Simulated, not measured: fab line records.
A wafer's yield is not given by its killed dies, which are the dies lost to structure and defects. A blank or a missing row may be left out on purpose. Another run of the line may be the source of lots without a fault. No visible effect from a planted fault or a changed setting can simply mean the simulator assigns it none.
Matching of chambers	flow nand_harc	NHARC_P_M0_DESCUM_14 on rie_diel-06: 4 sister chambers
The step chemistry O2, time 3 s. 14 wafers are shown with their chamber, then 7 later ones without.

## WAFERS WITH THEIR CHAMBER
wafer	chamber	drypump_motor_current_A (A)	showerhead_plenum_p_Torr (Torr)	rf_vpp_V (V)
L076.2	0	6.5	2.00	58.5
L076.3	3	5.4	1.86	56.0
L076.4	1	5.9	1.81	58.0
L075.3	0	6.5	2.00	58.4
L075.5	3	5.4	1.86	58.2
L075.6	0	6.5	2.00	58.2
L079.1	2	5.3	1.86	57.8
L079.3	0	6.5	2.00	57.1
L079.4	1	5.9	1.81	58.2
L080.2	3	5.4	1.86	56.5
L080.4	0	6.5	2.00	57.6
L080.6	0	6.5	2.00	57.0
L085.2	3	5.3	1.85	56.7
L085.3	0	6.5	1.99	59.1

SIGNATURES, as means of the wafers listed above
reading	chamber 0	chamber 1	chamber 2	chamber 3	scatter within a chamber
drypump_motor_current_A	6.500	5.900	5.300	5.375	0.0274
showerhead_plenum_p_Torr	1.9986	1.8100	1.8600	1.8575	0.00401
rf_vpp_V	57.986	58.100	57.800	56.850	0.796
Rule: a wafer's distance from a chamber is the root of the sum, over the readings, of the square of ((its reading less the chamber's mean) divided by the reading's scatter). The wafer belongs to the nearest chamber; if the next one is less than 2 further off, it can't be placed. How the scatter is found: for the shown wafers, subtract from each reading the mean of its chamber, square and add these, divide the total by (wafers less chambers), then take the root.

## WAFERS WITH NO CHAMBER GIVEN
wafer	drypump_motor_current_A (A)	showerhead_plenum_p_Torr (Torr)	rf_vpp_V (V)
L085.4	5.3	1.85	55.7
L092.4	6.5	1.98	58.4
L092.5	5.3	1.84	58.3
L092.6	5.9	1.79	56.1
L097.1	6.5	1.98	58.2
L097.2	5.3	1.84	57.6
L097.5	5.9	1.79	56.8

## WHICH CHAMBER EACH WENT THROUGH
wafer	from the rows above	in truth
L085.4	can't be placed: 3 or 2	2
L092.4	0	0
L092.5	can't be placed: 2 or 3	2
L092.6	1	1
L097.1	0	0
L097.2	can't be placed: 2 or 3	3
L097.5	1	1
4 of 7 placed correctly. Unplaceable from these rows: 3, with the true chamber sitting among the candidates in 3. Wrongly placed: 0.
